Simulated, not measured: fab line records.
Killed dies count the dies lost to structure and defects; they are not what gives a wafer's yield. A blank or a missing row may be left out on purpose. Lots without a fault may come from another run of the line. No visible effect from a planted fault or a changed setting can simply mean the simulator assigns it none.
Problem report in the 8D (eight disciplines) form, filled by code | flow nand_harc | the parts of the form that need people (team, actions taken, sign-off) are left out

## 1. THE PROBLEM
Mean of thk_nm at NHARC_A_ONON_D1_THK_MEAS_02: 548 nm across 6 wafers in 2 lots; on wafers with no fault it is 1000 nm (standard deviation 10). That puts it -45 standard deviations away from the usual mean.
The step: measures by ellipsometry.
The first sign was on wafer L911.2 at day 8 19:27, on film_metro-01. The record holds 42 wafers of 14 lots with a number at this step. By rule, "out" or "out of limits" means more than 4 standard deviations away from the usual mean. The rest of the wafers with a number are treated as sound.

## 2. WHAT IT IS; WHAT IT IS NOT
question                    | is                     | is not
which readings at this step | thk_nm                 | -
which lots                  | L911, L913             | L906, L907, L908, L910, L919, L920, L923, L925, L926, L927, L928, L929
which wafers of those lots  | all that have a number | -
read on which gauges        | film_metro-01          | film_metro-02
when                        | from day 8 19:27       | up to then (12 sound wafers); but 24 sound wafers of L919, L920, L923, L925, L926, L927, L928, L929 came after

## 3. THE SUSPECTS, EACH WITH WHAT RULES IT OUT
Counting: a tool at any process step up to the reading remains a suspect when it ran all the lots that are out and ran no sound lot after the first of those.
- the gauge at NHARC_A_ONON_D1_THK_MEAS_02 has been ruled out. All the wafers that are out were read on film_metro-01, but those of them that NHARC_END_SORT_01 has rows for are out there too, on other tools.
- pecvd_onon-02 at NHARC_A_ONON_D1_DEP_00 (target thk 1000 nm): ruled out as a lasting fault. Sound lots L926, L928 ran on it after its first lot that is out, L911 (day 8 19:00).
Left after counting: nothing in the record.

## 4. THE CAUSE (what the simulator had put in)
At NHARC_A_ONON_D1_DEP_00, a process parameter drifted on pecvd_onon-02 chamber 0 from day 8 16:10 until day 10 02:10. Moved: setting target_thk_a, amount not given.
Counting ruled it out, wrongly: the rule takes a fault to strike every lot that its tool runs from its start on, and this one did not.

## 5. THE EFFECT CHAIN, in route order
Each row: a reading where the mean over the struck wafers with a number is more than 3 standard deviations away from the usual. Only readings whose record carries a usual standard deviation are examined. hours: median over the lots of the time between each lot's start at the first step of this table that gives one and its start at this step. sigmas: the change, counted in usual standard deviations.
hours | step                        | reading         | usual   | on struck wafers | change | sigmas
0     | NHARC_A_ONON_D1_THK_MEAS_02 | thk_nm          | 1000 nm | 548              | -452   | -45
275   | NHARC_END_SORT_01           | killed_at_array | 24      | 674              | +650   | +88
275   | NHARC_END_SORT_01           | killed_dies     | 28      | 677              | +649   | +81

## 6. WHAT WOULD HAVE CAUGHT IT SOONER
In this record the first reading out of limits at a measuring or inspecting step was taken at day 8 19:27, 3 hours after the fault began at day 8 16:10.
An alarm limit of 4 standard deviations would not have fired on the tool readings at NHARC_A_ONON_D1_DEP_00 for which the record gives a usual standard deviation, since none of them was out on any struck wafer.
